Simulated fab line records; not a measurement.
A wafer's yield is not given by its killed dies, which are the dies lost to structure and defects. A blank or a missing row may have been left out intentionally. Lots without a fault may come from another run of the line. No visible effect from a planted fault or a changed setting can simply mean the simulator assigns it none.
Matching of chambers + flow n5_finfet + 4 sister chambers for N5_BEOL_M10_ETCH_65 on rie_diel-04
The step etches SiARC in CF4, target depth 39 nm, time 65 s. 4 wafers are shown with their chamber, then 8 later ones without.

WAFERS PAIRED WITH THEIR CHAMBERS
| wafer  | chamber | drypump_motor_current_A (A) |
|--------|---------|-----------------------------|
| L085.3 | 0       | 6.7                         |
| L085.4 | 3       | 6.2                         |
| L085.6 | 1       | 5.9                         |
| L088.1 | 2       | 5.7                         |

WAFERS MISSING THEIR CHAMBER
| wafer  | drypump_motor_current_A (A) |
|--------|-----------------------------|
| L088.3 | 6.3                         |
| L088.5 | 5.7                         |
| L092.2 | 5.9                         |
| L092.5 | 6.7                         |
| L092.6 | 5.8                         |
| L094.1 | 6.7                         |
| L094.4 | 6.2                         |
| L094.6 | 5.9                         |

THE CHAMBER EACH PASSED THROUGH
| wafer  | from the rows above     | in truth |
|--------|-------------------------|----------|
| L088.3 | 3                       | 3        |
| L088.5 | 2                       | 2        |
| L092.2 | 1                       | 1        |
| L092.5 | 0                       | 0        |
| L092.6 | can't be placed: 2 or 1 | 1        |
| L094.1 | 0                       | 0        |
| L094.4 | 3                       | 3        |
| L094.6 | 1                       | 1        |
Placed correctly: 7 of 8. From these rows, 1 cannot be placed; in 1 the true chamber is one of the candidates. 0 placed wrongly.
How it was worked out, from the rows above alone: a wafer's distance from a chamber is the root of the sum, over the readings, of the square of ((its reading less the chamber's mean) divided by the reading's scatter). The wafer belongs to the nearest chamber; if the next one is less than 2 further off, it can't be placed. A chamber's mean is the mean of its shown wafers. The scatter (one wafer shown for each chamber): square how far every hidden wafer sits from the nearest shown wafer, average those squares and take the square root.
